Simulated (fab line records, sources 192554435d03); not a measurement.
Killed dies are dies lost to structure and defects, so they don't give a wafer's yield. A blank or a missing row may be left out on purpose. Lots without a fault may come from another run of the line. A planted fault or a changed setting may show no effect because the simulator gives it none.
Split-lot experiment | flow n5_finfet | 7 lots, 39 wafers read, on a route of 1938 steps

THE SPLIT
At N5_HKMG_FIN_ETCH_35 (etches SOC in N2/H2, target depth 215.8 nm, time 243.4 s), the setting source_w was moved away from the recipe's 3000 W on 15 of the 39 wafers read, by -18.9% to +19.2%. The other wafers ran this setting at the recipe's value.

The reading is taken at the split's own step.

THE READING
rf_vpp_V, in V, at N5_HKMG_FIN_ETCH_35 (etches SOC in N2/H2, target depth 215.8 nm, time 243.4 s). Fault-free wafers of this fab line usually give 141.1 V, standard deviation 1.1 V.

wafer  | tool, chamber at the split | source_w as run, W | against the recipe | rf_vpp_V, V | against lot-mates on the recipe
L080.1 | rie_diel-03, 0             | 3575               | +19.2%             | 135.9       | -4.6
L080.2 | rie_diel-03, 2             | 3000               | recipe             | 138.5       | -
L080.3 | rie_diel-03, 1             | 3575               | +19.2%             | 133.0       | -7.5
L080.4 | rie_diel-03, 3             | 3000               | recipe             | 141.0       | -
L080.5 | rie_diel-03, 2             | 3575               | +19.2%             | 132.2       | -8.3
L080.6 | rie_diel-03, 3             | 3000               | recipe             | 142.1       | -
L084.1 | rie_diel-02, 1             | 3000               | recipe             | 140.8       | -
L084.2 | rie_diel-02, 0             | 2795               | -6.8%              | 143.9       | +2.9
L084.3 | rie_diel-02, 2             | 2795               | -6.8%              | 146.2       | +5.2
L084.4 | rie_diel-02, 3             | 2795               | -6.8%              | 144.9       | +3.9
L084.5 | rie_diel-02, 0             | 3000               | recipe             | 141.5       | -
L084.6 | rie_diel-02, 1             | 3000               | recipe             | 140.6       | -
L087.1 | rie_diel-03, 3             | 3000               | recipe             | 140.6       | -
L087.5 | rie_diel-03, 0             | 3000               | recipe             | 142.3       | -
L087.6 | rie_diel-03, 3             | 3000               | recipe             | 141.6       | -
L088.1 | rie_diel-01, 3             | 3000               | recipe             | 141.2       | -
L088.2 | rie_diel-01, 0             | 3000               | recipe             | 140.9       | -
L088.3 | rie_diel-01, 2             | 3000               | recipe             | 143.0       | -
L088.4 | rie_diel-01, 1             | 3000               | recipe             | 141.5       | -
L088.5 | rie_diel-01, 3             | 3000               | recipe             | 141.8       | -
L088.6 | rie_diel-01, 2             | 3000               | recipe             | 139.9       | -
L091.1 | rie_diel-02, 0             | 2434               | -18.9%             | 151.7       | +9.3
L091.2 | rie_diel-02, 3             | 2434               | -18.9%             | 151.7       | +9.3
L091.3 | rie_diel-02, 2             | 3000               | recipe             | 142.9       | -
L091.4 | rie_diel-02, 0             | 2434               | -18.9%             | 150.5       | +8.1
L091.5 | rie_diel-02, 3             | 3000               | recipe             | 142.0       | -
L091.6 | rie_diel-02, 2             | 3000               | recipe             | 142.3       | -
L092.1 | rie_diel-02, 2             | 2831               | -5.6%              | 145.3       | +4.8
L092.2 | rie_diel-02, 0             | 2831               | -5.6%              | 141.9       | +1.4
L092.3 | rie_diel-02, 3             | 3000               | recipe             | 141.2       | -
L092.4 | rie_diel-02, 3             | 2831               | -5.6%              | 144.4       | +3.9
L092.5 | rie_diel-02, 0             | 3000               | recipe             | 139.8       | -
L092.6 | rie_diel-02, 2             | 3000               | recipe             | 140.6       | -
L095.1 | rie_diel-01, 0             | 3000               | recipe             | 140.8       | -
L095.2 | rie_diel-01, 2             | 3000               | recipe             | 141.9       | -
L095.3 | rie_diel-01, 1             | 2518               | -16.1%             | 149.7       | +9.0
L095.4 | rie_diel-01, 3             | 2518               | -16.1%             | 151.1       | +10.4
L095.5 | rie_diel-01, 3             | 2518               | -16.1%             | 150.2       | +9.5
L095.6 | rie_diel-01, 0             | 3000               | recipe             | 139.4       | -

THE FIT
A straight line over all 39 wafers: rf_vpp_V changes by -0.484 V for each +1% of source_w; r = -0.96; the points scatter about the line by 1.3 V.
The same after taking each lot's own level away (the mean of its wafers on the recipe; 39 wafers): -0.459 V for each +1%; r = -0.96; scatter 1.3 V.
On that fit, the largest move of source_w shifts the reading by 8.8 V.
The lots' own levels span 140.53 to 142.40 V, that is 1.7 times the standard deviation above.
So the lot-to-lot level changes the slope little: the two slopes agree.
Check: with one of the wafers moved furthest among these (+19.2%) left out of the fit, the line predicts -9.13 V for it against its lot-mates. It came out at -4.63 V against them.
Tool readings at the split's step, against how far the setting was moved: rf_vpp_V r = -0.96.

OTHER SPLITS ON THESE WAFERS
These wafers also went through other splits before the reading. Each is held against what the fit with the lots' levels taken away leaves over:
other split on the same wafers  | wafers away from the commonest value | r with rf_vpp_V (lot level and that fit taken away)
N5_DUMMY_GATE_EXPOSE_12 dose_mj | 9                                    | -0.36
N5_DUMMY_GATE_ETCH_37 source_w  | 18                                   | -0.32

THE WHOLE CHAIN: every reading that the file lists as answering this split, in the file's order
step                | what it does                                             | reading                                                                         | change (the file's fit)              | r (the file's)
N5_HKMG_FIN_ETCH_35 | etches SOC in N2/H2, target depth 215.8 nm, time 243.4 s | rf_vpp_V                                                                        | -0.47 V for each +1% of the setting  | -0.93
N5_HKMG_FIN_ETCH_35 | etches SOC in N2/H2, target depth 215.8 nm, time 243.4 s | HKMG_FIN.feature_depth_nm (the simulator's own value, which no gauge read)      | +1.87 nm for each +1% of the setting | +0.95
N5_HKMG_FIN_ETCH_35 | etches SOC in N2/H2, target depth 215.8 nm, time 243.4 s | etch.depth_nm (the simulator's own value, which no gauge read)                  | +1.87 nm for each +1% of the setting | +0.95
N5_HKMG_FIN_ETCH_35 | etches SOC in N2/H2, target depth 215.8 nm, time 243.4 s | SOC_of_HKMG_FIN_COAT_29.thk_nm (the simulator's own value, which no gauge read) | -1.88 nm for each +1% of the setting | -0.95

THE FILE'S OWN FIT
rf_vpp_V changes by -0.47 V for each +1% of source_w, r = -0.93.
